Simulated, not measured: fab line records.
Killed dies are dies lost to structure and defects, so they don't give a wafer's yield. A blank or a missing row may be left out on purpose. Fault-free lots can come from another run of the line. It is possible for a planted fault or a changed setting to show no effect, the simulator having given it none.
Code-filled problem report in 8D (eight disciplines) form + flow nand harc + the parts of the form that need people (team, actions taken, sign-off) are left out

1. WHAT WENT WRONG
At NHARC_P_BONDPAD_ETCH_24, oes product au averages 0.804 a.u. over 4 wafers from 2 lots, while fault-free wafers read 1.000 a.u., standard deviation 0.01. Relative to the usual mean, that is a shift of -20 standard deviations.
The step: etches the open film in CF4/N2, target depth 30 nm, time 72.99 s.
First observed at day 11 07:07: wafer L758.4, on rie diel-12. The record holds 42 wafers of 14 lots with a number at this step. Rule for "out" (also "out of limits"): further than 4 standard deviations from the usual mean. Any other wafer with a number is counted as sound.

2. WHAT IT IS, WHAT IT ISN'T
| question                    | is                             | is not                                                                 |
|-----------------------------|--------------------------------|------------------------------------------------------------------------|
| which readings at this step | oes product au                 | drypump motor current A, rf vpp V, showerhead plenum p Torr            |
| which lots                  | L758, L760                     | L738, L739, L741, L742, L743, L744, L745, L746, L748, L751, L753, L757 |
| which wafers of those lots  | L758.4, L758.6, L760.4, L760.6 | L758.5, L760.5                                                         |
| read on which tools         | rie diel-12                    | rie diel-02, rie diel-03                                               |
| when                        | from day 11 07:07              | up to then (37 sound wafers); but 1 sound wafer of L760 came after     |

3. THE SUSPECTS, EACH WITH WHAT RULES IT OUT
Counting: if a tool at a process step up to the reading ran every lot that is out, it stays a suspect. Sound lots after the first of them don't rule it out here, since some wafers of a struck lot are sound.
- rie diel-12 at NHARC_P_BONDPAD_ETCH_24 (etches the open film in CF4/N2, target depth 30 nm, time 72.99 s): kept. It ran every lot that is out, first L758 (day 11 07:07); its last sound lot up to then is L757 (day 11 01:08). Its own oes product au readings are out on those wafers.
Left after counting: rie diel-12 at NHARC_P_BONDPAD_ETCH_24.

4. THE CAUSE (what the simulator had put in)
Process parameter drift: rie diel-12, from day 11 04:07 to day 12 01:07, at NHARC_P_BONDPAD_ETCH_24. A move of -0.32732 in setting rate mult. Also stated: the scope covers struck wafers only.
The count eliminated every tool but this one.

5. THE CHAIN OF EFFECTS, in route order
Each row: a reading whose mean over the struck wafers that have a number lies more than 3 standard deviations from the usual. Readings are gone through only where the record gives a usual standard deviation; hours: the median, over the lots, of the time from a lot's start at the first step in this table giving one to that lot's start at this step; sigmas: the change measured in usual standard deviations.
| hours | step                    | reading        | usual      | on struck wafers | change | sigmas |
|-------|-------------------------|----------------|------------|------------------|--------|--------|
| 0     | NHARC_P_BONDPAD_ETCH_24 | oes product au | 1.000 a.u. | 0.804            | -0.196 | -20    |
The process steps in it:
- NHARC_P_BONDPAD_ETCH_24: etches the open film in CF4/N2, target depth 30 nm, time 72.99 s.

6. HOW IT WOULD HAVE BEEN CAUGHT EARLIER
First out-of-limits reading in this record: day 11 07:07, which is 3 hours after fault onset at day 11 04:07.
